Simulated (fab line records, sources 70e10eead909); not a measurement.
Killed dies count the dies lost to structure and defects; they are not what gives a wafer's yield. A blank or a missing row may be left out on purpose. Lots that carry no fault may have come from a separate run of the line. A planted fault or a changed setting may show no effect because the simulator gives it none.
Struck lot and sound lot, side by side    flow nand-harc    15 out of 1302 route steps
Sound: the wafers L475.1, L475.4, L475.5. The struck wafers were L463.4, L463.5, L463.6. The cause comes at the end.
For every step that has rows: the tool of each side, followed by ch and its chambers, followed by its first start. Under that, the readings that differ: sound wafers    struck wafers    difference of the means    sigmas: that difference in standard deviations of wafers without a fault.
alike: readings whose means differ by less than 2 such deviations, and words and numbers that are the same on both sides. not compared: withheld readings, readings that some wafer has no value for, bounds like >300 that may hide the same value, and numbers for which the record gives no deviation and whose values overlap.
The two part at a step that has a row with sigmas, a row that says differs or no value, or rows on one side only. Numbers that have no deviation but don't overlap get no sigmas and don't part them. A reading that every wafer of one side lacks parts them only if that side has two wafers or more.

first, 3 steps without rows for these wafers: NHARC_P_GATE_EXPOSE_08 (exposes mask P HV); NHARC_P_GATE_PEB_09 (peb time 85 s); NHARC_P_GATE_DEVELOP_10 (time 70 s).
NHARC_P_GATE_CD_MEAS_11: target cd 1640 nm.
  sound on cd-sem-02 ch 0, day 11 01:52; struck on cd-sem-03 ch 0, day 5 23:23
  alike: cd-nm
then, 1 step without rows for these wafers: NHARC_P_GATE_HARDBAKE_12 (time 80 s).
NHARC_P_GATE_DESCUM_13: chemistry O2, time 3 s.
  sound on rie-diel-06 ch 1,3, day 11 02:03; struck on rie-diel-10 ch 0,1,2, day 5 23:35
  alike: drypump-motor-current-A, o2-flow-sccm, oes-product-au, rf-vpp-V, showerhead-plenum-p-Torr, throttle-valve-pct
  not compared: rf-hours-counter-h
then, 6 steps without rows for these wafers: NHARC_P_GATE_ETCH_14 (etches SiO2 in dHF, target depth 48.8 nm); NHARC_P_GATE_STRIP_15 (strips in SPM, time 780 s); NHARC_P_GATE_PRECLEAN_71 (cleans in SC1); NHARC_P_GATE_SRD_72; NHARC_P_GATE_OXIDE_16 (material SiO2, target thk 3 nm, ox time 392 s); NHARC_P_GATE_CVD_17 (deposits poly-Si, target thk 150 nm, time 900 s).
NHARC_P_GATE_HM_DEP_102: deposits aC, target thk 120 nm.
  sound on acl-dep-02 ch 0, day 11 16:35; struck on acl-dep-01 ch 0, day 6 15:50
  alike: throttle-valve-pct
NHARC_P_GATE_DEP_103: deposits SiON, target thk 30 nm.
  sound on pecvd-01 ch 0,1, day 11 17:15; struck on pecvd-04 ch 0,1,2, day 6 16:28
  alike: heater-power-w
  not compared: since-wet-clean-h
next, for these wafers, 1 step has no rows: NHARC_END_SORT_01.

== WHERE THEY PART ==
Nowhere in this record.

WHY: what had been put in by the simulator
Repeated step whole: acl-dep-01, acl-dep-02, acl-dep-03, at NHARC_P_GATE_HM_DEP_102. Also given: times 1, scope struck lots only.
